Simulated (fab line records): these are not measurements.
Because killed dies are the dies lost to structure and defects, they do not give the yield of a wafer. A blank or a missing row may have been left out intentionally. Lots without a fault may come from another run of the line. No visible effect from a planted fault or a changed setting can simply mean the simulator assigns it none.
Which of the tools did it? ; flow nandHarc ; Sampling: 6 lots, 18 wafers, 3 of 1302 route steps

WHAT EACH GAUGE READ, for each wafer
NHARC_P_BONDPAD_CD_MEAS_13.
lot;measured;on;cdNm (nm)
L789;day 7 19:37;cdSem-01;502.6 503.1 502.5
L791;day 8 07:25;cdSem-02;500.5 499.7 498.0
L793;day 9 03:34;cdSem-03;500.7 501.5 497.4
L796;day 10 07:52;cdSem-03;502.1 503.8 502.7
L800;day 12 21:07;cdSem-03;502.7 504.2 503.6
L802;day 13 11:12;cdSem-03;496.7 497.5 497.6

WHICH TOOL RAN EACH LOT (tool, then ch and the chambers of the sampled wafers, then the start)
lot;NHARC_P_M2_PRE_CLEAN_32;NHARC_P_BONDPAD_CMP_32
L789;pecvd-01 ch 1,2, day 7 17:15;cmp-04 ch 2,3, day 7 18:16
L791;pecvd-04 ch 1,2, day 8 05:12;cmp-02 ch 0,1, day 8 06:04
L793;pecvd-04 ch 0,1,2, day 9 01:29;cmp-03 ch 0,1,2, day 9 02:25
L796;pecvd-03 ch 1,2, day 10 05:35;cmp-04 ch 1,2, day 10 06:30
L800;pecvd-04 ch 1,2, day 12 19:01;cmp-03 ch 1,2, day 12 19:56
L802;pecvd-03 ch 0,1, day 13 08:58;cmp-02 ch 0,2,3, day 13 09:53
- NHARC_P_M2_PRE_CLEAN_32: time 12 s.
- NHARC_P_BONDPAD_CMP_32: polishes SiCN, target thk 200 nm.

THE ANSWER, worked out from the rows above alone
Rule: what is usual is taken from the lots themselves. Put in order of their means at a reading, lots are off if they are a third of the lots or fewer, leave a main group of 4 or more, and stand apart from it by a gap of 3 or more times the standard deviation of the main group's means; of several such gaps the widest counts. Not used: any main group whose means are identical at the precision the tables above print for the reading. A lot without any number at a reading at which 4 lots or more have one is off too. All remaining lots with rows at the step are treated as sound.
No lot is off on any of the readings shown, so nothing can be concluded from this.

WHAT THE SIMULATOR HAD INSERTED
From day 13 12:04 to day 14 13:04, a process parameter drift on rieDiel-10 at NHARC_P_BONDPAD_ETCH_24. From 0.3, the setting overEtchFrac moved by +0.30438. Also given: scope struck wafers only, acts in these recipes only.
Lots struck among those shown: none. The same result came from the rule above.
